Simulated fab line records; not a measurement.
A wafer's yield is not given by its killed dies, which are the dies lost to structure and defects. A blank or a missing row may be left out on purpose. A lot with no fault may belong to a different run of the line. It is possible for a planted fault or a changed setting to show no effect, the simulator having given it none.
fab line records	flow n5Finfet
[record] lots = 10	wafers = 30	lastDay = 18
route steps=1938 shown GATE_CUT@487 MOL_CONTACT_COAG@561 BEOL_M4@1111 PASSIVATION@1936
lots that met no fault: from a run of the same line without faults
startH: hours from the record's opening day to when the first of the lot's shown wafers began	waitH: hours since the lot's step before	" identical to the entry in the row above	L1.1+2: several wafers, shown together as one row	- no value present, or no start provided	* or withheld: withheld	< > ~ a bound
route shown NAME@n: names a module that has steps shown in the file, with the first one's number in the route	usual: mean and standard deviation over wafers with no fault	same: alike in all rows	chamber/n: place in a boat	sites: the reading at each site	_std_site: standard deviation of those values	_edge_site: outer sites' mean less inner sites'	radiusMm: for every site, how far away it sits from the centre of the wafer	mask NAME#n: copy n	behind: tool/chamber where the wafer was last shaped	hold: cause of the lot's hold/its duration in hours/its outcome	device: the transistor (n, p or np) that didn't switch	end of line: the tests these same wafers got at the end of their route	step lacking rows: just its recipe	killed: dies that structure and defects cost at the first sort, which is not the same as the wafer's yield	map: per-die view of a wafer (x killed, . not killed, _ where there is no die)
set.NAME: the setting as run; set.NAME@STEP: as run at that earlier step	model.NAME: the simulator's own value behind a step, which no gauge read
route steps across a sampled set of lots; one table per step, one row per wafer
services: from which hour (startH, from the record's first day; less than 0 if before it) a tool's chamber was out of use, for how many hours, and why
[[steps]]
[step N5_GATE_CUT_CD_MEAS_13]
[recipe] targetCdNm = 20	landingEnergyEv = 500	detector = seInlens
[usual] cdNm = 20.08/0.29
lot.wafer	tool	chamber	startH	waitH	cdNm
L446.1	cdSem-03	0	88.16	-	19.80
L446.4	"	0	"	"	20.09
L446.6	"	0	"	"	20.25
L451.1	cdSem-03	0	112.97	-	19.30
L451.2	"	0	"	"	20.12
L451.4	"	0	"	"	20.16
L452.1	cdSem-03	0	119.21	-	20.04
L452.3	"	0	"	"	20.14
L452.6	"	0	"	"	20.32
L453.2	cdSem-03	0	125.06	-	20.38
L453.4	"	0	"	"	19.75
L453.6	"	0	"	"	19.69
L455.1	cdSem-02	0	136.84	-	19.74
L455.4	"	0	"	"	20.33
L455.5	"	0	"	"	20.22
L464.3	cdSem-03	0	193.62	-	19.52
L464.5	"	0	"	"	20.52
L464.6	"	0	"	"	20.00
L465.2	cdSem-03	0	199.16	-	20.04
L465.5	"	0	"	"	20.27
L465.6	"	0	"	"	20.11
L466.1	cdSem-03	0	204.58	-	20.04
L466.4	"	0	"	"	20.28
L466.6	"	0	"	"	20.27
L468.2	cdSem-03	0	218.64	-	19.33
L468.4	"	0	"	"	19.88
L468.6	"	0	"	"	19.85
L469.1	cdSem-01	0	225.27	-	20.40
L469.5	"	0	"	"	20.06
L469.6	"	0	"	"	20.39
[step N5_GATE_CUT_OVL_MEAS_14]
[recipe] pointsPerWafer = 522
[usual] GATE_CUT_OVL = 0.1/0.67
[same] pointsPerWafer = 522
lot.wafer	tool	chamber	startH	waitH	GATE_CUT_OVL[nm]
L446.1	overlay-01	0	88.19	0.0	-0.2
L446.4	"	0	"	"	-0.2
L446.6	"	0	"	"	0.5
L451.1	overlay-02	0	113.00	0.0	0.5
L451.2	"	0	"	"	1.0
L451.4	"	0	"	"	0.7
L452.1	overlay-02	0	119.24	0.0	1.1
L452.3	"	0	"	"	1.1
L452.6	"	0	"	"	-0.7
L453.2	overlay-02	0	125.09	0.0	-0.5
L453.4	"	0	"	"	-0.7
L453.6	"	0	"	"	-1.0
L455.1	overlay-02	0	136.87	0.0	-0.3
L455.4	"	0	"	"	-0.7
L455.5	"	0	"	"	0.0
L464.3	overlay-01	0	193.66	0.0	-0.9
L464.5	"	0	"	"	-0.2
L464.6	"	0	"	"	-0.5
L465.2	overlay-02	0	199.19	0.0	-0.6
L465.5	"	0	"	"	0.9
L465.6	"	0	"	"	-0.3
L466.1	overlay-01	0	204.61	0.0	0.5
L466.4	"	0	"	"	-0.2
L466.6	"	0	"	"	-0.1
L468.2	overlay-02	0	218.68	0.0	-0.2
L468.4	"	0	"	"	1.1
L468.6	"	0	"	"	1.7
L469.1	overlay-01	0	225.30	0.0	1.1
L469.5	"	0	"	"	1.1
L469.6	"	0	"	"	1.6
[step N5_GATE_CUT_THK_MEAS_24]
[recipe] reads = SiO2_of_GATE_CUT_HM_DEP_46+SiO2_flowable_of_ILD0_FCVD_FILL_01
[usual] GC_FILL_THK = 221.1/1.7
lot.wafer	tool	chamber	startH	waitH	GC_FILL_THK[nm]
L446.1	filmMetro-01	-	91.35	-	221.6
L446.4	"	-	"	"	226.9
L446.6	"	-	"	"	222.2
L451.1	filmMetro-02	-	115.71	-	220.4
L451.2	"	-	"	"	222.5
L451.4	"	-	"	"	220.8
L452.1	filmMetro-02	-	121.96	-	221.3
L452.3	"	-	"	"	219.7
L452.6	"	-	"	"	221.3
L453.2	filmMetro-02	-	127.80	-	220.6
L453.4	"	-	"	"	221.5
L453.6	"	-	"	"	222.6
L455.1	filmMetro-01	-	139.89	-	220.2
L455.4	"	-	"	"	224.5
L455.5	"	-	"	"	222.1
L464.3	filmMetro-01	-	196.40	-	221.2
L464.5	"	-	"	"	221.1
L464.6	"	-	"	"	221.7
L465.2	filmMetro-01	-	201.91	-	218.6
L465.5	"	-	"	"	219.2
L465.6	"	-	"	"	222.2
L466.1	filmMetro-02	-	207.50	-	221.9
L466.4	"	-	"	"	222.7
L466.6	"	-	"	"	223.3
L468.2	filmMetro-02	-	221.39	-	220.1
L468.4	"	-	"	"	221.0
L468.6	"	-	"	"	221.7
L469.1	filmMetro-01	-	228.14	-	221.3
L469.5	"	-	"	"	224.2
L469.6	"	-	"	"	223.6
[step N5_GATE_CUT_CMP_61]
[recipe] stopOn = SiNx	tOverpolishS = 3	postCmpClean = alkalineBrush	downForcePsi = 4	platenRpm = 27.09	padVelocityMS = 0.539
[usual] edgeZonePressureFrac = 1.000/0.0047	headPressurePsi = 4.000/0.0088	motorCurrentA = 11.9/1.6	platenRpm = 27.088/0.018
lot.wafer	tool	chamber	startH	waitH	edgeZonePressureFrac	headPressurePsi	motorCurrentA	platenRpm
L446.1	cmp-01	1	91.92	0.3	0.998	4.000	11.8	27.088
L446.4	"	2	"	"	1.005	3.974	12.4	27.107
L446.6	"	3	"	"	1.002	4.000	11.7	27.100
L451.2	cmp-01	1	116.22	0.4	1.005	4.013	11.6	27.081
L451.4	"	2	"	"	1.004	4.003	12.4	27.112
L451.1	"	0	"	"	1.000	3.997	14.6	27.097
L452.1	cmp-01	0	122.47	0.4	1.002	4.003	15.4	27.080
L452.3	"	3	"	"	0.998	4.002	11.9	27.103
L452.6	"	1	"	"	1.004	3.991	11.5	27.098
L453.2	cmp-04	3	128.34	0.3	1.012	4.010	10.9	27.064
L453.4	"	0	"	"	1.001	3.995	8.7	27.077
L453.6	"	2	"	"	1.003	4.004	10.9	27.078
L455.1	cmp-01	1	140.43	0.3	1.001	4.009	12.2	27.111
L455.4	"	2	"	"	0.997	3.999	12.7	27.095
L455.5	"	1	"	"	1.001	4.009	11.4	27.077
L464.3	cmp-01	2	196.97	0.3	-	-	-	-
L464.6	"	0	"	"	-	-	-	-
L464.5	"	1	"	"	-	-	-	-
L465.2	cmp-04	1	202.42	0.4	-	-	-	-
L465.5	"	1	"	"	-	-	-	-
L465.6	"	2	"	"	-	-	-	-
L466.4	cmp-04	1	208.07	0.3	-	-	-	-
L466.1	"	2	"	"	-	-	-	-
L466.6	"	0	"	"	-	-	-	-
L468.2	cmp-04	1	221.93	0.3	0.998	4.005	12.8	27.047
L468.4	"	2	"	"	1.004	4.019	10.6	27.089
L468.6	"	0	"	"	0.997	4.002	9.1	27.081
L469.1	cmp-01	3	228.80	0.3	0.999	4.006	12.0	27.081
L469.6	"	2	"	"	1.008	3.998	12.4	27.084
L469.5	"	3	"	"	0.995	4.001	11.2	27.103
[step N5_MOL_CONTACT_COAG_THK_MEAS_29]
[recipe] reads = SiNx_of_GATE_CUT_PECVD_57+SiNx_of_GATE_CUT_SAC_CAP_01
[usual] MD_CAP_THK = 17.93/0.095
lot.wafer	tool	chamber	startH	waitH	MD_CAP_THK[nm]
L446.1	filmMetro-02	-	101.66	-	17.95
L446.4	"	-	"	"	18.10
L446.6	"	-	"	"	17.94
L451.1	filmMetro-01	-	125.44	-	17.90
L451.2	"	-	"	"	17.79
L451.4	"	-	"	"	17.69
L452.1	filmMetro-01	-	131.13	-	17.87
L452.3	"	-	"	"	18.03
L452.6	"	-	"	"	18.00
L453.2	filmMetro-01	-	138.19	-	17.82
L453.4	"	-	"	"	17.83
L453.6	"	-	"	"	17.74
L455.1	filmMetro-02	-	148.97	-	18.09
L455.4	"	-	"	"	17.71
L455.5	"	-	"	"	17.82
L464.3	filmMetro-02	-	210.98	-	18.35
L464.5	"	-	"	"	18.29
L464.6	"	-	"	"	18.38
L465.2	filmMetro-02	-	211.86	-	18.34
L465.5	"	-	"	"	18.29
L465.6	"	-	"	"	18.30
L466.1	filmMetro-02	-	218.65	-	18.12
L466.4	"	-	"	"	18.29
L466.6	"	-	"	"	18.32
L468.2	filmMetro-02	-	230.74	-	17.87
L468.4	"	-	"	"	17.66
L468.6	"	-	"	"	17.91
L469.1	filmMetro-02	-	236.03	-	18.05
L469.5	"	-	"	"	17.97
L469.6	"	-	"	"	17.93
[step N5_BEOL_M4_RC_MEAS_101]
[usual] DIBL_N = 36.3/2	DIBL_P = 36.3/2.4	IOFF_N = 0.16/0.034	IOFF_P = 0.21/0.035	ION_N = 672/12	ION_P = 459/6.5	SS_N = 71.6/0.67	SS_P = 73.3/0.71	VT_N = 250/3.5	VT_P = -251/3
lot.wafer	tool	chamber	startH	waitH	DIBL_N[mV/V]	DIBL_P[mV/V]	IOFF_N[nA/um]	IOFF_P[nA/um]	ION_N[uA/um]	ION_P[uA/um]	SS_N[mV/dec]	SS_P[mV/dec]	VT_N[mV]	VT_P[mV]
L446.1	prober-02	0	168.43	0.0	35.2	33.4	0.12	0.18	658	453	71.4	72.0	252	-254
L446.4	"	0	"	"	37.8	36.8	0.17	0.23	676	464	71.9	73.4	248	-248
L446.6	"	0	"	"	35.8	34.4	0.14	0.19	672	459	71.5	72.6	252	-250
L451.1	prober-02	0	197.18	0.0	35.9	34.6	0.14	0.17	657	444	71.6	73.7	255	-256
L451.2	"	0	"	"	39.3	38.7	0.22	0.23	689	463	73.1	74.5	247	-251
L451.4	"	0	"	"	35.9	34.3	0.15	0.16	672	452	72.0	73.3	251	-256
L452.1	prober-01	0	200.49	0.0	34.8	35.7	0.14	0.19	674	460	71.6	72.7	251	-250
L452.3	"	0	"	"	36.4	37.8	0.16	0.22	675	467	71.6	73.9	249	-249
L452.6	"	0	"	"	36.4	36.9	0.17	0.21	680	458	70.6	73.1	247	-251
L453.2	prober-02	0	219.97	0.2	31.6	31.6	0.11	0.16	650	451	71.4	72.7	258	-253
L453.4	"	0	"	"	33.2	33.4	0.13	0.18	660	457	70.7	72.2	252	-251
L453.6	"	0	"	"	33.5	34.0	0.14	0.20	668	458	71.6	73.1	251	-248
L455.1	prober-02	0	242.48	0.0	36.2	34.9	0.14	0.16	668	452	71.8	73.0	253	-257
L455.4	"	0	"	"	40.1	40.8	0.23	0.26	681	462	72.4	73.9	245	-251
L455.5	"	0	"	"	39.7	37.9	0.20	0.21	677	453	73.6	73.3	252	-252
L466.1	prober-02	0	296.20	0.0	36.1	35.6	0.18	0.19	695	465	71.7	73.0	246	-253
L466.4	"	0	"	"	35.3	35.6	0.17	0.19	681	459	71.2	72.9	247	-252
L466.6	"	0	"	"	33.6	32.8	0.13	0.15	672	451	71.2	72.8	252	-256
L465.2	prober-02	0	308.36	0.2	36.9	37.5	0.17	0.21	678	459	71.0	73.6	248	-251
L465.5	"	0	"	"	34.1	33.3	0.12	0.14	659	448	70.7	72.5	255	-256
L465.6	"	0	"	"	39.1	39.4	0.21	0.23	682	458	72.3	73.4	246	-251
L468.2	prober-02	0	313.77	0.2	36.8	36.2	0.16	0.20	676	458	71.6	74.0	251	-249
L468.4	"	0	"	"	33.8	32.4	0.12	0.15	666	460	70.9	72.0	255	-256
L468.6	"	0	"	"	34.3	33.0	0.13	0.16	672	459	70.7	72.4	253	-252
L464.3	prober-02	0	319.02	0.3	37.0	38.8	0.20	0.25	682	462	71.8	74.3	247	-248
L464.5	"	0	"	"	34.8	34.8	0.15	0.19	666	454	71.2	74.1	249	-252
L464.6	"	0	"	"	38.7	38.5	0.24	0.24	676	458	72.4	74.0	244	-249
L469.1	prober-01	0	326.38	0.0	36.8	37.1	0.19	0.22	680	459	71.8	73.0	248	-249
L469.5	"	0	"	"	37.2	37.9	0.20	0.24	679	459	72.0	73.4	246	-248
L469.6	"	0	"	"	36.1	36.1	0.18	0.21	684	462	72.0	72.6	245	-251
[step N5_PASSIVATION_PROBE_49]
[usual] defectLimitedYield = 91.4/1.5	killed_at_M0_to_M3 = 33/11	killed_at_M4_up = 14/5.3	killedAtContacts = 13/6.2	killedAtFrontEnd = 39/13	killedAtOther = 3.1/2.8	killedDies = 102/17	killedOnRim = 13/3.8	killedOpen = 68/13	killedShort = 32/7.8	sort_bin_4_leakage = 0.00/0.007	sort_bin_5_function = 5.1/0.95	sort_bin_6_memory = 3.2/0.7	sortNPass = 1078/18	sortYieldPct = 91.3/1.5
[same] grossDies = 1180	killedAtBackSide = 0	sort_bin_8_speed[%] = 0
lot.wafer	tool	chamber	startH	waitH	defectLimitedYield[%]	killed_at_M0_to_M3	killed_at_M4_up	killedAtContacts	killedAtFrontEnd	killedAtOther	killedDies	killedOnRim	killedOpen	killedShort	sort_bin_4_leakage[%]	sort_bin_5_function[%]	sort_bin_6_memory[%]	sortNPass	sortYieldPct[%]
L446.1	prober-01	-	274.47	0.0	94.7	20	12	8	20	3	63	5	35	27	0	3.1	2.1	1117	94.7
L446.4	prober-01	-	274.62	0.2	91.8	42	17	10	24	4	97	13	58	35	0	4.5	3.2	1083	91.8
L446.6	prober-01	-	274.72	0.3	91.3	36	12	16	33	6	103	12	62	37	0	5.1	3.0	1077	91.3
L451.1	prober-01	-	309.99	0.0	91.4	32	10	15	43	1	101	8	81	20	0	4.9	3.6	1079	91.4
L451.2	prober-01	-	310.04	0.1	91.6	32	12	18	37	0	99	15	72	27	0	5.5	2.7	1081	91.6
L451.4	prober-01	-	310.14	0.2	90.9	42	20	9	35	1	107	16	69	38	0	5.3	3.2	1073	90.9
L453.2	prober-01	-	319.40	0.1	92.8	20	14	7	43	1	85	11	58	27	0	3.6	3.6	1095	92.8
L453.4	prober-01	-	319.50	0.2	91.8	29	11	17	39	1	97	15	69	28	0	5.2	2.6	1083	91.8
L453.6	prober-01	-	319.60	0.3	92.5	34	16	9	28	1	88	13	55	33	0	3.9	3.2	1092	92.5
L452.1	prober-01	-	336.63	0.3	91.4	30	23	5	41	2	101	17	67	34	0	5.0	3.4	1079	91.4
L452.3	prober-01	-	336.73	0.4	90.6	31	16	8	55	1	111	19	68	38	0	5.8	3.1	1069	90.6
L452.6	prober-01	-	336.88	0.5	90.8	35	19	12	41	2	109	13	77	32	0	4.9	4.2	1071	90.8
L455.1	prober-02	-	342.88	0.0	91.4	51	9	5	34	2	101	18	65	36	0	5.0	3.4	1079	91.4
L455.4	prober-02	-	343.03	0.2	91.2	39	17	6	39	3	104	14	67	32	0.08	4.7	3.5	1075	91.1
L455.5	prober-02	-	343.08	0.2	91.7	45	8	11	31	3	98	11	71	26	0	4.8	3.5	1082	91.7
L466.1	prober-01	-	404.50	0.0	92.5	44	9	9	26	1	89	13	65	24	0	4.4	3.0	1091	92.5
L466.4	prober-01	-	404.65	0.2	90.3	36	20	19	37	3	115	16	73	42	0	5.9	3.5	1065	90.3
L466.6	prober-01	-	404.75	0.3	95.0	20	10	12	16	1	59	6	35	24	0	2.6	2.3	1121	95.0
L468.2	prober-02	-	419.96	0.1	92.1	34	7	11	41	0	93	8	66	27	0	4.7	3.1	1087	92.1
L468.4	prober-02	-	420.06	0.2	91.8	37	18	10	32	0	97	15	70	25	0	4.6	3.3	1083	91.8
L468.6	prober-02	-	420.16	0.3	92.5	37	12	9	29	2	89	11	62	26	0	4.6	2.9	1091	92.5
L465.2	prober-02	-	422.91	0.1	90.2	56	6	6	45	3	116	16	65	41	0	4.8	3.9	1064	90.2
L465.5	prober-02	-	423.06	0.2	89.6	34	13	18	56	2	123	14	84	36	0	6.8	3.1	1057	89.6
L465.6	prober-02	-	423.11	0.3	89.0	46	13	14	55	2	130	21	76	52	0	6.4	3.9	1050	89.0
L464.3	prober-02	-	425.66	0.1	92.5	38	14	8	26	2	88	13	53	33	0	5.3	1.9	1092	92.5
L464.5	prober-02	-	425.76	0.2	89.2	56	11	15	37	9	128	20	80	47	0	5.8	4.4	1052	89.2
L464.6	prober-02	-	425.81	0.3	92.1	38	11	11	31	2	93	14	52	35	0	4.7	2.9	1087	92.1
L469.1	prober-02	-	434.71	0.1	91.3	27	10	23	39	4	103	15	74	29	0	4.7	3.8	1077	91.3
L469.5	prober-02	-	434.91	0.3	92.9	16	26	9	33	0	84	10	60	23	0	4.0	2.7	1096	92.9
L469.6	prober-02	-	434.96	0.4	89.2	16	22	30	55	4	127	17	93	32	0	7.2	3.1	1053	89.2
// killed by level:class
L446.1 MOL_CONTACT_COAG:geometricParticle:open=5 BEOL_M0_SAQP:geometricParticle:short=5 BEOL_M4:geometricParticle:open=5 DUMMY_GATE:geometricParticle:open=4 STARTING-WAFER:geometricParticle:short=4 ILD0:geometricParticle:short=3 MOL_CONTACT_COAG:geometricParticle:short=3 BEOL_M0_SAQP:geometricParticle:open=3
L446.4 BEOL_M2:geometricParticle:open=11 MOL_CONTACT_COAG:geometricParticle:open=8 BEOL_M1:geometricParticle:short=7 BEOL_M0_SAQP:geometricParticle:short=6 BEOL_M1:geometricParticle:open=6 BEOL_M4:geometricParticle:open=6 GATE_CUT:geometricParticle:short=4 BEOL_M0_SAQP:geometricParticle:open=4
L446.6 MOL_CONTACT_COAG:geometricParticle:open=15 FIN_SAQP:geometricParticle:open=9 BEOL_M3:geometricParticle:open=7 BEOL_M0_SAQP:geometricParticle:short=6 BEOL_M1:geometricParticle:short=6 FIN_SAQP:geometricParticle:short=4 STI_FIN_REVEAL:geometricParticle:open=4 BEOL_M0:geometricParticle:open=4
L451.1 MOL_CONTACT_COAG:geometricParticle:open=13 BEOL_M3:geometricParticle:open=12 FIN_SAQP:geometricParticle:open=10 STI_FIN_REVEAL:geometricParticle:open=8 BEOL_M0_SAQP:geometricParticle:open=8 BEOL_M1:geometricParticle:open=7 STARTING-WAFER:geometricParticle:open=6 FIN_SAQP:geometricParticle:short=5
L451.2 MOL_CONTACT_COAG:geometricParticle:open=16 STI_FIN_REVEAL:geometricParticle:open=10 FIN_SAQP:geometricParticle:short=9 FIN_SAQP:geometricParticle:open=8 BEOL_M3:geometricParticle:open=7 BEOL_M0:geometricParticle:open=6 BEOL_M2:geometricParticle:open=6 BEOL_M1:geometricParticle:open=5
L451.4 BEOL_M0_SAQP:geometricParticle:short=12 MOL_CONTACT_COAG:geometricParticle:open=8 BEOL_M2:geometricParticle:open=7 BEOL_M4:geometricParticle:open=7 BEOL_M3:geometricParticle:open=6 BEOL_M0_SAQP:geometricParticle:open=6 FIN_SAQP:geometricParticle:short=5 BEOL_M1:geometricParticle:open=5
L453.2 FIN_SAQP:geometricParticle:open=12 FIN_SAQP:geometricParticle:short=10 BEOL_M4:geometricParticle:open=9 STI_FIN_REVEAL:geometricParticle:open=6 BEOL_M1:geometricParticle:open=6 MOL_CONTACT_COAG:geometricParticle:open=5 STARTING-WAFER:geometricParticle:open=5 BEOL_M0_SAQP:geometricParticle:short=4
L453.4 FIN_SAQP:geometricParticle:open=15 MOL_CONTACT_COAG:geometricParticle:open=14 STI_FIN_REVEAL:geometricParticle:open=8 BEOL_M4:geometricParticle:open=8 FIN_SAQP:geometricParticle:short=6 BEOL_M0_SAQP:geometricParticle:open=6 BEOL_M0_SAQP:geometricParticle:short=6 BEOL_M1:geometricParticle:open=6
L453.6 BEOL_M0_SAQP:geometricParticle:short=14 BEOL_M0_SAQP:geometricParticle:open=10 STI_FIN_REVEAL:geometricParticle:open=8 MOL_CONTACT_COAG:geometricParticle:open=7 FIN_SAQP:geometricParticle:open=4 BEOL_M1:geometricParticle:open=4 BEOL_M2:geometricParticle:open=4 FIN_SAQP:geometricParticle:short=3
L452.1 FIN_SAQP:geometricParticle:open=16 BEOL_M3:geometricParticle:open=11 BEOL_M4:geometricParticle:open=10 FIN_SAQP:geometricParticle:short=9 BEOL_M0_SAQP:geometricParticle:short=8 MOL_CONTACT_COAG:geometricParticle:open=5 BEOL_M8:geometricParticle:open=5 BEOL_M0_SAQP:geometricParticle:open=3
L452.3 FIN_SAQP:geometricParticle:open=17 STI_FIN_REVEAL:geometricParticle:open=8 BEOL_M0_SAQP:geometricParticle:short=8 FIN_SAQP:geometricParticle:short=7 BEOL_M0_SAQP:geometricParticle:open=7 DUMMY_GATE:geometricParticle:open=6 MOL_CONTACT_COAG:geometricParticle:open=5 BEOL_M1:geometricParticle:short=5
L452.6 BEOL_M4:geometricParticle:open=13 FIN_SAQP:geometricParticle:open=10 DUMMY_GATE:geometricParticle:open=8 MOL_CONTACT_COAG:geometricParticle:open=8 BEOL_M2:geometricParticle:open=8 FIN_SAQP:geometricParticle:short=7 BEOL_M0_SAQP:geometricParticle:open=7 BEOL_M3:geometricParticle:open=7
L455.1 BEOL_M3:geometricParticle:open=14 BEOL_M2:geometricParticle:open=11 BEOL_M0_SAQP:geometricParticle:open=8 FIN_SAQP:geometricParticle:open=6 BEOL_M2:geometricParticle:short=6 BEOL_M0_SAQP:geometricParticle:short=5 FIN_SAQP:geometricParticle:short=4 BEOL_M0:geometricParticle:open=4
L455.4 BEOL_M2:geometricParticle:open=20 FIN_SAQP:geometricParticle:short=9 FIN_SAQP:geometricParticle:open=7 BEOL_M3:geometricParticle:open=7 MOL_CONTACT_COAG:geometricParticle:open=6 STI_FIN_REVEAL:geometricParticle:open=5 BEOL_M4:geometricParticle:open=5 GATE_CUT:geometricParticle:open=4
L455.5 BEOL_M2:geometricParticle:open=17 MOL_CONTACT_COAG:geometricParticle:open=11 STI_FIN_REVEAL:geometricParticle:open=9 BEOL_M3:geometricParticle:open=9 BEOL_M0_SAQP:geometricParticle:open=7 FIN_SAQP:geometricParticle:short=6 BEOL_M0_SAQP:geometricParticle:short=5 STI_FIN_REVEAL:geometricParticle:short=3
L466.1 BEOL_M0_SAQP:geometricParticle:open=19 BEOL_M0_SAQP:geometricParticle:short=11 MOL_CONTACT_COAG:geometricParticle:open=8 FIN_SAQP:geometricParticle:open=5 DUMMY_GATE:geometricParticle:open=4 BEOL_M2:geometricParticle:open=4 BEOL_M3:geometricParticle:open=4 STARTING-WAFER:geometricParticle:open=4
L466.4 BEOL_M0_SAQP:geometricParticle:short=16 MOL_CONTACT_COAG:geometricParticle:open=15 BEOL_M0_SAQP:geometricParticle:open=13 BEOL_M4:geometricParticle:open=9 FIN_SAQP:geometricParticle:short=7 STI_FIN_REVEAL:geometricParticle:open=7 FIN_SAQP:geometricParticle:open=6 STARTING-WAFER:geometricParticle:open=5
L466.6 MOL_CONTACT_COAG:geometricParticle:open=10 BEOL_M0_SAQP:geometricParticle:open=8 BEOL_M0_SAQP:geometricParticle:short=7 BEOL_M2:geometricParticle:short=4 BEOL_M6:geometricParticle:open=4 FIN_SAQP:geometricParticle:short=3 FIN_SAQP:geometricParticle:open=3 STARTING-WAFER:geometricParticle:short=3
L468.2 FIN_SAQP:geometricParticle:open=21 BEOL_M3:geometricParticle:open=13 MOL_CONTACT_COAG:geometricParticle:open=8 FIN_SAQP:geometricParticle:short=7 BEOL_M0_SAQP:geometricParticle:open=5 BEOL_M0_SAQP:geometricParticle:short=5 BEOL_M1:geometricParticle:open=5 DUMMY_GATE:geometricParticle:open=4
L468.4 MOL_CONTACT_COAG:geometricParticle:open=10 BEOL_M0_SAQP:geometricParticle:open=10 BEOL_M1:geometricParticle:open=8 STARTING-WAFER:geometricParticle:open=8 BEOL_M0_SAQP:geometricParticle:short=6 BEOL_M4:geometricParticle:open=6 STI_FIN_REVEAL:geometricParticle:open=5 BEOL_M3:geometricParticle:open=5
L468.6 BEOL_M1:geometricParticle:open=9 BEOL_M3:geometricParticle:open=9 MOL_CONTACT_COAG:geometricParticle:open=8 BEOL_M5:geometricParticle:open=7 BEOL_M0_SAQP:geometricParticle:open=6 BEOL_M0_SAQP:geometricParticle:short=6 FIN_SAQP:geometricParticle:open=5 DUMMY_GATE:geometricParticle:short=4
L465.2 BEOL_M0_SAQP:geometricParticle:short=11 BEOL_M0_SAQP:geometricParticle:open=10 BEOL_M3:geometricParticle:open=10 STI_FIN_REVEAL:geometricParticle:open=9 FIN_SAQP:geometricParticle:open=8 BEOL_M2:geometricParticle:open=8 HKMG_FIN:areaEtch=8 FIN_SAQP:geometricParticle:short=7
L465.5 MOL_CONTACT_COAG:geometricParticle:open=15 FIN_SAQP:geometricParticle:open=12 STI_FIN_REVEAL:geometricParticle:open=12 BEOL_M0_SAQP:geometricParticle:open=9 BEOL_M0_SAQP:geometricParticle:short=9 FIN_SAQP:geometricParticle:short=6 DUMMY_GATE:geometricParticle:open=6 BEOL_M2:geometricParticle:open=5
L465.6 FIN_SAQP:geometricParticle:open=12 FIN_SAQP:geometricParticle:short=9 BEOL_M2:geometricParticle:open=9 STARTING-WAFER:geometricParticle:short=9 MOL_CONTACT_COAG:geometricParticle:open=8 BEOL_M0_SAQP:geometricParticle:open=8 BEOL_M0_SAQP:geometricParticle:short=7 BEOL_M1:geometricParticle:open=7
L464.3 BEOL_M0_SAQP:geometricParticle:open=15 BEOL_M4:geometricParticle:open=10 BEOL_M0_SAQP:geometricParticle:short=8 MOL_CONTACT_COAG:geometricParticle:open=5 FIN_SAQP:geometricParticle:short=4 BEOL_M2:geometricParticle:short=4 FIN_SAQP:geometricParticle:open=3 DUMMY_GATE:geometricParticle:short=3
L464.5 BEOL_M0_SAQP:geometricParticle:short=18 BEOL_M0_SAQP:geometricParticle:open=17 MOL_CONTACT_COAG:geometricParticle:open=13 BEOL_M4:geometricParticle:open=7 PASS1_DEP:geometricParticle:short=7 GATE_CUT:geometricParticle:open=6 BEOL_M2:geometricParticle:open=6 BEOL_M3:geometricParticle:short=6
L464.6 BEOL_M0_SAQP:geometricParticle:open=11 MOL_CONTACT_COAG:geometricParticle:open=11 BEOL_M0_SAQP:geometricParticle:short=9 BEOL_M4:geometricParticle:open=7 STARTING-WAFER:geometricParticle:short=6 BEOL_M3:geometricParticle:short=5 FIN_SAQP:geometricParticle:short=4 STI_FIN_REVEAL:geometricParticle:open=4
L469.1 MOL_CONTACT_COAG:geometricParticle:open=19 BEOL_M1:geometricParticle:open=12 FIN_SAQP:geometricParticle:open=6 GATE_CUT:geometricParticle:short=6 STI_FIN_REVEAL:geometricParticle:open=5 ILD0:geometricParticle:open=5 GATE_CUT:geometricParticle:open=4 MOL_CONTACT_COAG:geometricParticle:short=4
L469.5 BEOL_M5:geometricParticle:open=11 STI_FIN_REVEAL:geometricParticle:open=9 FIN_SAQP:geometricParticle:open=6 MOL_CONTACT_COAG:geometricParticle:open=6 BEOL_M4:geometricParticle:open=5 BEOL_M2:geometricParticle:open=4 ILD0:geometricParticle:open=4 GATE_CUT:geometricParticle:open=4
L469.6 MOL_CONTACT_COAG:geometricParticle:open=22 STI_FIN_REVEAL:geometricParticle:open=19 FIN_SAQP:geometricParticle:open=9 MOL_CONTACT_COAG:geometricParticle:short=8 BEOL_M1:geometricParticle:open=8 BEOL_M5:geometricParticle:open=7 BEOL_M4:geometricParticle:open=6 STI_FIN_REVEAL:geometricParticle:short=5
[[services]]
tool	chamber	startH	hours	kind
cmp-01	-	146.36	4.0	pm
cmp-01	-	150.36	-	consumableReplace:conditioner
cmp-01	-	150.36	-	consumableReplace:pad
cmp-01	-	173.90	7.2	repair
cmp-01	-	187.32	1.9	repair
cmp-01	-	213.33	1.3	repair
[[key]]
[firstSign] step = N5_GATE_CUT_CMP_61	reading = toolRecord	direction = missing
[effect] step = N5_MOL_CONTACT_COAG_THK_MEAS_29	reading = MD_CAP_THK	direction = up	sigmas = 3.9	usual = 17.93	struck = 18.30
metAt N5_GATE_CUT_CMP_61
struckLots L464,L465,L466
notActingAt N5_GATE_CUT_CD_MEAS_13,N5_GATE_CUT_OVL_MEAS_14,N5_GATE_CUT_THK_MEAS_24
onsetBetween 140.43 196.97
[fault] kind = skippedStepWhole	tool = cmp-01,cmp-04	chamber = -	onsetH = 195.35	steps = N5_GATE_CUT_CMP_61	scope = struckLotsOnly
